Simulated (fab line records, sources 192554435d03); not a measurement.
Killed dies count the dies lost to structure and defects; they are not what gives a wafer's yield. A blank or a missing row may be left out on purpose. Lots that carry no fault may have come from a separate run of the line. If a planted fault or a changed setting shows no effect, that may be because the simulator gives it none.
fab line records + flow n5_finfet + part 2 of 2: steps 26 to 32 of 32
record:
- lots: 5
- wafers: 15
- last_day: 17
route steps=1938 shown PMOS_HMC_CHANNEL_EPI@86 FIN_SAQP@90
lots that met no fault: taken from a fault-free run of the same line
start_h: start of the lot's first displayed wafer, in hours after the record's first day + wait_h: hours from the lot's prior step to this one + " the same as in the row above + L1.1+2: a single row standing in for several wafers + - value missing, or start not given + * or withheld: withheld + < > ~ a bound
route shown NAME@n: NAME is a module with steps in the file, n the number in the route of the first one + usual: average and standard deviation across the fault-free wafers + same: alike in all rows + chamber/n: place in a boat + sites: the reading at each site + _std_site: standard deviation across them + _edge_site: the outer-site mean with the inner-site mean subtracted + radius_mm: how far each site lies from the wafer's centre + mask NAME#n: copy n + behind: the most recent tool/chamber to have shaped the wafer + hold: why the lot went on hold/how many hours it stayed there/how the hold came to an end + device: the transistor (n, p or np) that didn't switch + end of line: the route-end tests of the same wafers + a step without rows: its recipe alone + killed: dies lost to structure and defects at the first sort, not the wafer's yield + map: dies across one wafer; x = killed, . = not, _ = none there
set.NAME: the setting the step ran with; set.NAME@STEP: the setting that earlier step ran with + model.NAME: the simulator's own value behind a step, which no gauge read
lots at some steps of the route; a table a step, a row a wafer
services: from which hour (start_h, from the record's first day; less than 0 if before it) a tool's chamber was out of use, for how many hours, and why
== steps ==
step: N5_FIN_SAQP_OVL_MEAS_17
recipe:
- points_per_wafer: 44
usual:
- FIN_CORE_OVL: 0.2/0.79
| lot.wafer | tool       | chamber | start_h | wait_h | FIN_CORE_OVL[nm] |
|-----------|------------|---------|---------|--------|------------------|
| L075.1    | overlay-01 | 0       | 28.06   | 0.0    | 1.2              |
| L075.2    | "          | 0       | "       | "      | 0.1              |
| L075.4    | "          | 0       | "       | "      | 1.5              |
| L083.3    | overlay-02 | 0       | 77.33   | 0.0    | 0.0              |
| L083.4    | "          | 0       | "       | "      | -0.2             |
| L083.6    | "          | 0       | "       | "      | 0.1              |
| L088.4    | overlay-01 | 0       | 105.64  | 0.0    | -1.2             |
| L088.5    | "          | 0       | "       | "      | -1.0             |
| L088.6    | "          | 0       | "       | "      | -0.9             |
| L094.2    | overlay-02 | 0       | 141.97  | 0.0    | 0.7              |
| L094.3    | "          | 0       | "       | "      | 0.9              |
| L094.4    | "          | 0       | "       | "      | 0.9              |
| L095.1    | overlay-01 | 0       | 147.92  | 0.0    | 0.5              |
| L095.2    | "          | 0       | "       | "      | 0.0              |
| L095.4    | "          | 0       | "       | "      | -0.3             |
step: N5_FIN_SAQP_INSPECT_18
recipe:
- mode: adi
- inspect_instrument: brightfield
usual:
- raw_defect_count: 450/150
| lot.wafer | tool              | chamber | start_h | wait_h | raw_defect_count |
|-----------|-------------------|---------|---------|--------|------------------|
| L075.1    | defect_inspect-01 | -       | 28.08   | 0.0    | 373              |
| L075.2    | "                 | -       | "       | "      | 360              |
| L075.4    | "                 | -       | "       | "      | 303              |
| L083.3    | defect_inspect-02 | -       | 77.35   | 0.0    | 520              |
| L083.4    | "                 | -       | "       | "      | 420              |
| L083.6    | "                 | -       | "       | "      | 411              |
| L088.4    | defect_inspect-02 | -       | 105.67  | 0.0    | 358              |
| L088.5    | "                 | -       | "       | "      | 619              |
| L088.6    | "                 | -       | "       | "      | 343              |
| L094.2    | defect_inspect-02 | -       | 141.99  | 0.0    | 1014             |
| L094.3    | "                 | -       | "       | "      | 503              |
| L094.4    | "                 | -       | "       | "      | 550              |
| L095.1    | defect_inspect-02 | -       | 147.94  | 0.0    | 552              |
| L095.2    | "                 | -       | "       | "      | 382              |
| L095.4    | "                 | -       | "       | "      | 489              |
step: N5_FIN_SAQP_DESCUM_21
recipe:
- chemistry: O2
- time_s: 7.9
- source_power_w: 50
- bias_power_w: 20
- pressure_mtorr: 20
- rf_frequency_hz: 2.712e+07
- temp_c: 40
- resist: CAR-ArF
- o2_flow_sccm: 225
usual:
- drypump_motor_current_A: 5.8/0.45
- oes_product_au: 0.81/0.071
- rf_vpp_V: 243.4/1.3
- showerhead_plenum_p_Torr: 2.11/0.075
- throttle_valve_pct: 20.50/0.23
| lot.wafer | tool        | chamber | start_h | wait_h | drypump_motor_current_A | oes_product_au | rf_hours_counter_h | rf_vpp_V | showerhead_plenum_p_Torr | throttle_valve_pct |
|-----------|-------------|---------|---------|--------|-------------------------|----------------|--------------------|----------|--------------------------|--------------------|
| L075.1    | rie_diel-03 | 2       | 28.12   | 0.0    | 5.6                     | 0.87           | 47                 | 245.1    | 2.23                     | 20.52              |
| L075.2    | "           | 1       | "       | "      | 5.8                     | 0.70           | 230                | 241.6    | 1.98                     | 20.36              |
| L075.4    | "           | 0       | "       | "      | 6.0                     | 0.77           | 164                | 244.7    | 2.19                     | 20.70              |
| L083.3    | rie_diel-03 | 0       | 77.38   | 0.0    | 6.0                     | 0.74           | 185                | 243.5    | 2.18                     | 20.73              |
| L083.4    | "           | 2       | "       | "      | 5.7                     | 0.85           | -                  | 245.1    | 2.22                     | 20.55              |
| L083.6    | "           | 0       | "       | "      | 6.0                     | 0.75           | -                  | 243.8    | 2.18                     | 20.74              |
| L088.4    | rie_diel-01 | 0       | 105.72  | 0.0    | 5.4                     | 0.96           | -                  | 242.8    | 2.05                     | 20.62              |
| L088.5    | "           | 1       | "       | "      | 5.5                     | 0.84           | -                  | 243.4    | 2.12                     | 20.05              |
| L088.6    | "           | 2       | "       | "      | 5.9                     | 0.75           | -                  | 244.6    | 2.18                     | 20.62              |
| L094.2    | rie_diel-03 | 3       | 142.02  | 0.0    | 5.1                     | 0.71           | 207                | 242.1    | 1.99                     | 20.57              |
| L094.3    | "           | 1       | "       | "      | 5.8                     | 0.92           | 20                 | 244.9    | 2.23                     | 20.08              |
| L094.4    | "           | 0       | "       | "      | 6.0                     | 0.72           | 208                | 244.8    | 2.17                     | 20.76              |
| L095.1    | rie_diel-03 | 0       | 148.91  | 1.0    | 6.0                     | 0.73           | 211                | 243.6    | 2.17                     | 20.75              |
| L095.2    | "           | 3       | "       | "      | 5.1                     | 0.71           | 210                | 241.3    | 1.99                     | 20.58              |
| L095.4    | "           | 1       | "       | "      | 5.8                     | 0.91           | 24                 | 245.1    | 2.23                     | 20.09              |
step: N5_FIN_SAQP_ETCH_51
recipe:
- chemistry: CF4
- target: SiARC
- target_depth_a: 455
- mask_material: CAR-ArF
- time_s: 75.8
- ion_energy_ev: 80
- pressure_mtorr: 40
- source_w: 545
- bias_w: 36
- Ar_flow_sccm: 100
- cf4_flow_sccm: 100
- ends: cleared
usual:
- drypump_motor_current_A: 5.8/0.45
- etch_rf_on_time_s: 75.9/1.4
- oes_product_au: 0.69/0.063
- rf_vpp_V: 184.2/1.1
- showerhead_plenum_p_Torr: 2.16/0.069
- throttle_valve_pct: 15.67/0.23
| lot.wafer | tool        | chamber | start_h | wait_h | drypump_motor_current_A | etch_rf_on_time_s | oes_product_au | rf_hours_counter_h | rf_vpp_V | showerhead_plenum_p_Torr | throttle_valve_pct |
|-----------|-------------|---------|---------|--------|-------------------------|-------------------|----------------|--------------------|----------|--------------------------|--------------------|
| L075.1    | rie_diel-03 | 2       | 28.15   | 0.0    | 5.6                     | 75.4              | 0.75           | 47                 | 183.7    | 2.26                     | 15.61              |
| L075.2    | "           | 1       | "       | "      | 5.8                     | 77.7              | 0.60           | 230                | 182.0    | 2.04                     | 15.67              |
| L075.4    | "           | 0       | "       | "      | 6.0                     | 75.9              | 0.64           | 164                | 186.7    | 2.23                     | 15.84              |
| L083.3    | rie_diel-03 | 0       | 77.42   | 0.0    | 6.0                     | 76.8              | 0.63           | 185                | 184.9    | 2.22                     | 15.89              |
| L083.4    | "           | 2       | "       | "      | 5.6                     | 76.6              | 0.72           | -                  | 186.9    | 2.25                     | 15.65              |
| L083.6    | "           | 0       | "       | "      | 6.0                     | 76.9              | 0.63           | -                  | 183.7    | 2.22                     | 15.89              |
| L088.4    | rie_diel-01 | 0       | 105.76  | 0.0    | 5.5                     | 75.8              | 0.82           | -                  | 183.3    | 2.11                     | 15.78              |
| L088.5    | "           | 1       | "       | "      | 5.5                     | 73.4              | 0.74           | -                  | 183.3    | 2.17                     | 15.21              |
| L088.6    | "           | 2       | "       | "      | 5.9                     | 75.9              | 0.64           | -                  | 185.4    | 2.23                     | 15.77              |
| L094.2    | rie_diel-03 | 3       | 142.06  | 0.0    | 5.1                     | 78.8              | 0.60           | 207                | 184.1    | 2.04                     | 15.80              |
| L094.3    | "           | 1       | "       | "      | 5.8                     | 77.9              | 0.78           | 20                 | 186.7    | 2.28                     | 15.27              |
| L094.4    | "           | 0       | "       | "      | 6.0                     | 77.2              | 0.62           | 208                | 185.2    | 2.21                     | 15.94              |
| L095.1    | rie_diel-03 | 0       | 148.95  | 0.0    | 6.0                     | 75.9              | 0.62           | 211                | 184.8    | 2.21                     | 15.95              |
| L095.2    | "           | 3       | "       | "      | 5.1                     | 77.4              | 0.60           | 210                | 181.8    | 2.04                     | 15.82              |
| L095.4    | "           | 1       | "       | "      | 5.8                     | 77.0              | 0.78           | 24                 | 186.0    | 2.28                     | 15.26              |
step: N5_FIN_SAQP_ETCH_52
recipe:
- chemistry: N2/H2
- target: SOC
- target_depth_a: 1000
- overetch_a: 200
- mask_material: SiARC
- temp_c: 40
- time_s: 150
- ion_energy_ev: 200
- pressure_mtorr: 30
- source_w: 840
- bias_w: 150
- n2_flow_sccm: 200
- h2_flow_sccm: 200
- ends: end_point
usual:
- drypump_motor_current_A: 5.8/0.46
- oes_product_au: 0.72/0.061
- rf_vpp_V: 524.3/2.4
- showerhead_plenum_p_Torr: 2.56/0.087
- throttle_valve_pct: 17.86/0.24
| lot.wafer | tool        | chamber | start_h | wait_h | drypump_motor_current_A | oes_product_au | rf_hours_counter_h | rf_vpp_V | showerhead_plenum_p_Torr | throttle_valve_pct |
|-----------|-------------|---------|---------|--------|-------------------------|----------------|--------------------|----------|--------------------------|--------------------|
| L075.1    | rie_diel-03 | 2       | 28.21   | 0.0    | 5.7                     | 0.78           | 47                 | 528.6    | 2.69                     | 17.77              |
| L075.2    | "           | 1       | "       | "      | 5.8                     | 0.63           | 230                | 520.4    | 2.40                     | 17.72              |
| L075.4    | "           | 0       | "       | "      | 6.0                     | 0.68           | 164                | 526.7    | 2.64                     | 18.09              |
| L083.3    | rie_diel-03 | 0       | 77.47   | 0.0    | 6.0                     | 0.66           | 185                | 527.0    | 2.63                     | 18.12              |
| L083.4    | "           | 2       | "       | "      | 5.7                     | 0.75           | -                  | 528.6    | 2.68                     | 17.81              |
| L083.6    | "           | 0       | "       | "      | 6.0                     | 0.67           | -                  | 525.9    | 2.63                     | 18.14              |
| L088.4    | rie_diel-01 | 0       | 105.84  | 0.0    | 5.5                     | 0.85           | -                  | 523.4    | 2.50                     | 18.14              |
| L088.5    | "           | 1       | "       | "      | 5.5                     | 0.75           | -                  | 526.0    | 2.57                     | 17.41              |
| L088.6    | "           | 2       | "       | "      | 5.9                     | 0.67           | -                  | 526.0    | 2.66                     | 18.09              |
| L094.2    | rie_diel-03 | 3       | 142.11  | 0.0    | 5.1                     | 0.65           | 207                | 522.3    | 2.41                     | 17.97              |
| L094.3    | "           | 1       | "       | "      | 5.8                     | 0.83           | 20                 | 529.4    | 2.70                     | 17.36              |
| L094.4    | "           | 0       | "       | "      | 6.0                     | 0.64           | 208                | 525.2    | 2.62                     | 18.16              |
| L095.1    | rie_diel-03 | 0       | 149.00  | 0.0    | 6.0                     | 0.65           | 211                | 527.7    | 2.62                     | 18.16              |
| L095.2    | "           | 3       | "       | "      | 5.1                     | 0.64           | 210                | 520.3    | 2.41                     | 17.95              |
| L095.4    | "           | 1       | "       | "      | 5.8                     | 0.82           | 24                 | 527.3    | 2.70                     | 17.41              |
step: N5_FIN_SAQP_STRIP_53
recipe:
- chemistry: N2/H2
- temp_c: 40
- n2_flow_sccm: 200
- h2_flow_sccm: 200
- rf_frequency_hz: 6e+07
| lot.wafer  | tool        | chamber | start_h | wait_h |
|------------|-------------|---------|---------|--------|
| L075.1+2+4 | rie_diel-03 | 2,1,0   | 28.31   | 0.0    |
| L083.3+4+6 | rie_diel-03 | 0,2,0   | 77.57   | 0.0    |
| L088.4+5+6 | rie_diel-01 | 0,1,2   | 105.89  | 0.0    |
| L094.2+3+4 | rie_diel-03 | 3,1,0   | 142.21  | 0.0    |
| L095.1+2+4 | rie_diel-03 | 0,3,1   | 149.10  | 0.0    |
step: N5_FIN_SAQP_HM_OPEN_73
recipe:
- chemistry: CHF3/O2
- target: SiO2
- stop_on: a-Si
- target_depth_a: 120
- over_etch_frac: 1.8
- mask_material: SOC
- time_s: 16.8
- pressure_mtorr: 30
- source_w: 650
- bias_w: 170
- Ar_flow_sccm: 200
- CHF3_flow_sccm: 50
- O2_flow_sccm: 5
- ion_energy_ev: 200
- ends: end_point
usual:
- drypump_motor_current_A: 5.8/0.46
- oes_product_au: 0.48/0.042
- rf_vpp_V: 525/4.3
- showerhead_plenum_p_Torr: 2.43/0.078
- throttle_valve_pct: 18.90/0.24
| lot.wafer | tool        | chamber | start_h | wait_h | drypump_motor_current_A | oes_product_au | rf_hours_counter_h | rf_vpp_V | showerhead_plenum_p_Torr | throttle_valve_pct |
|-----------|-------------|---------|---------|--------|-------------------------|----------------|--------------------|----------|--------------------------|--------------------|
| L075.1    | rie_diel-03 | 2       | 28.32   | 0.0    | 5.7                     | 0.52           | 47                 | 529      | 2.55                     | 18.87              |
| L075.2    | "           | 1       | "       | "      | 5.8                     | 0.43           | 230                | 513      | 2.29                     | 18.83              |
| L075.4    | "           | 0       | "       | "      | 6.0                     | 0.46           | 164                | 527      | 2.51                     | 19.07              |
| L083.3    | rie_diel-03 | 0       | 77.58   | 0.0    | 6.0                     | 0.44           | 185                | 528      | 2.50                     | 19.08              |
| L083.4    | "           | 2       | "       | "      | 5.6                     | 0.50           | -                  | 528      | 2.54                     | 18.91              |
| L083.6    | "           | 0       | "       | "      | 6.0                     | 0.45           | -                  | 528      | 2.50                     | 19.10              |
| L088.4    | rie_diel-01 | 0       | 105.92  | 0.0    | 5.5                     | 0.57           | -                  | 525      | 2.37                     | 19.08              |
| L088.5    | "           | 1       | "       | "      | 5.5                     | 0.50           | -                  | 523      | 2.44                     | 18.39              |
| L088.6    | "           | 2       | "       | "      | 5.9                     | 0.45           | -                  | 532      | 2.50                     | 18.95              |
| L094.2    | rie_diel-03 | 3       | 142.22  | 0.0    | 5.1                     | 0.43           | 207                | 519      | 2.30                     | 19.02              |
| L094.3    | "           | 1       | "       | "      | 5.8                     | 0.55           | 20                 | 522      | 2.56                     | 18.49              |
| L094.4    | "           | 0       | "       | "      | 6.0                     | 0.43           | 208                | 528      | 2.49                     | 19.14              |
| L095.1    | rie_diel-03 | 0       | 149.11  | 0.0    | 6.0                     | 0.43           | 211                | 527      | 2.49                     | 19.13              |
| L095.2    | "           | 3       | "       | "      | 5.1                     | 0.43           | 210                | 521      | 2.30                     | 19.03              |
| L095.4    | "           | 1       | "       | "      | 5.8                     | 0.55           | 24                 | 524      | 2.56                     | 18.51              |
== services ==
| tool            | chamber | start_h | hours | kind   |
|-----------------|---------|---------|-------|--------|
| ald_sin-01      | -       | 16.84   | 1.0   | repair |
| pecvd-01        | 1       | 17.59   | 13.1  | repair |
| arfi_scanner-01 | -       | 21.60   | 1.3   | pm     |
| rie_diel-01     | 0       | 22.00   | 9.5   | repair |
| ald_sin-01      | 3       | 23.75   | 1.8   | repair |
| pecvd-01        | -       | 32.79   | 1.6   | repair |
| rie_diel-01     | -       | 36.17   | 0.3   | repair |
| rie_diel-01     | -       | 42.23   | 28.1  | pm     |
| pecvd-04        | -       | 49.91   | 14.6  | pm     |
| ald_sin-01      | -       | 52.18   | 6.0   | pm     |
| wet_bench-06    | -       | 52.93   | 2.4   | repair |
| rie_diel-03     | 3       | 57.16   | 4.1   | repair |
| rie_diel-03     | -       | 65.58   | 0.2   | repair |
| arfi_scanner-01 | -       | 66.95   | 2.0   | repair |
| arfi_scanner-01 | -       | 71.63   | 0.4   | repair |
| pecvd-01        | 1       | 86.23   | 11.2  | repair |
| ald_sin-01      | 3       | 89.03   | 4.4   | repair |
| arfi_scanner-01 | -       | 89.49   | 0.8   | pm     |
| arfi_scanner-01 | -       | 97.43   | 1.0   | pm     |
| arfi_scanner-01 | -       | 100.39  | 2.0   | repair |
| rie_diel-01     | 3       | 105.15  | 7.8   | repair |
| wet_bench-01    | -       | 135.36  | 0.6   | repair |
| arfi_scanner-01 | -       | 147.10  | 1.3   | pm     |
| pecvd-01        | 0       | 148.21  | 20.6  | repair |
